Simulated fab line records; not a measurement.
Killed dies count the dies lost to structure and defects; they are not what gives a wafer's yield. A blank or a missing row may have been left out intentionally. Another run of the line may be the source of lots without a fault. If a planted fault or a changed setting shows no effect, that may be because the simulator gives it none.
Split-lot experiment ; flow n5Finfet ; 21 wafers read from 7 lots, route of 1938 steps

## ABOUT THE SPLIT
At N5_BEOL_M0_SAQP_ILD_DEP_01 (deposits SiOC from DEMS/O2, target thk 45.419 nm, time 8.7 s), the setting timeS was moved away from the recipe's 8.7 s on 6 of the 21 wafers read, by -11.8% to +14.0%. All remaining wafers had this setting at the recipe value.

The reading comes from the split's own step.

## THE READING
SiOC_of_BEOL_M0_SAQP_ILD_DEP_01.thkNm (the simulator's own value, which no gauge read), in nm, at N5_BEOL_M0_SAQP_ILD_DEP_01 (deposits SiOC from DEMS/O2, target thk 45.419 nm, time 8.7 s). The file gives no usual value for it. Across the 15 wafers here that went through the recipe, the average is 45.3 nm and the standard deviation 0.7 nm.

wafer;tool, chamber at the split;timeS as run, s;against the recipe;SiOC_of_BEOL_M0_SAQP_ILD_DEP_01.thkNm, nm;against lot-mates on the recipe
L075.2;pecvd-02, 1;8.7;recipe;44.2;-
L075.3;pecvd-02, 0;8.7;recipe;44.4;-
L075.6;pecvd-02, 0;8.7;recipe;45.6;-
L076.3;pecvd-03, 1;7.673;-11.8%;39.4;-5.3
L076.4;pecvd-03, 0;8.7;recipe;44.8;-
L076.5;pecvd-03, 1;8.7;recipe;44.6;-
L080.2;pecvd-02, 2,0;8.7;recipe;45.6;-
L080.5;pecvd-02, 2,0;8.7;recipe;45.6;-
L080.6;pecvd-02, 2;7.828;-10.0%;42;-3.6
L081.2;pecvd-01, 1;9.918;+14.0%;52;+6.1
L081.5;pecvd-01, 1;8.7;recipe;45.8;-
L081.6;pecvd-01, 0;8.7;recipe;46;-
L084.3;pecvd-01, 1;8.7;recipe;45.2;-
L084.5;pecvd-01, 1;8.7;recipe;45.8;-
L084.6;pecvd-01, 0;8.7;recipe;46.8;-
L085.2;pecvd-01, 1;8.7;recipe;44.4;-
L085.3;pecvd-01, 2;8.7;recipe;44.8;-
L085.5;pecvd-01, 1;7.682;-11.7%;40;-4.6
L093.1;pecvd-02, 2;9.771;+12.3%;51;+5.4
L093.3;pecvd-02, 1;9.771;+12.3%;50.6;+5.0
L093.5;pecvd-02, 0;8.7;recipe;45.6;-
The file does not say which wafer passed through which chamber wherever a row lists several chambers: such a row stands for several wafers.

FIT RESULTS
A straight line over all 21 wafers: SiOC_of_BEOL_M0_SAQP_ILD_DEP_01.thkNm changes by +0.45 nm for each +1% of timeS; r = +0.97; the points scatter about the line by 0.71 nm.
The same after taking each lot's own level away (the mean of its wafers on the recipe; 21 wafers): +0.418 nm for each +1%; r = +0.99; scatter 0.41 nm.
Per that fit: largest timeS move, reading shift of 5.8 nm.
The span of the lots' own levels, 44.60 to 45.93 nm, comes to 1.9 times the standard deviation stated above.
So the lot-to-lot level changes the slope little: the two slopes agree.
Check: with one of the wafers moved furthest among these (+14.0%) left out of the fit, the line predicts +5.81 nm for it against its lot-mates. It came out at +6.1 nm against them.

## OTHER SPLITS APPLIED TO THESE WAFERS
Note: prior to the reading, these wafers also went through further splits. Each is held against what the fit with the lots' levels taken away leaves over:
other split on the same wafers;wafers away from the commonest value;r with SiOC_of_BEOL_M0_SAQP_ILD_DEP_01.thkNm (lot level and that fit taken away)
N5_SD_EPI_N_PEB_07 pebTempC;4;-0.21
N5_SD_EPI_P_EPI_21 tempC;4;+0.39
N5_SD_ACTIVATION_LSA_01 tempC;6;-0.16
N5_HKMG_FIN_COAT_06 spinRpm;7;+0.07
N5_HKMG_FIN_DEVELOP_11 developTimeS;7;+0.18
N5_GATE_CUT_ETCH_58 sourceW;7;+0.07
N5_MOL_CONTACT_COAG_ALD_133 aldCycles;8;-0.05
N5_MOL_CONTACT_COAG_ETCHBACK_136 targetDepthA;7;-0.20

## THE FILE'S OWN FIT
SiOC_of_BEOL_M0_SAQP_ILD_DEP_01.thkNm changes by +0.417 nm for each +1% of timeS, r = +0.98.
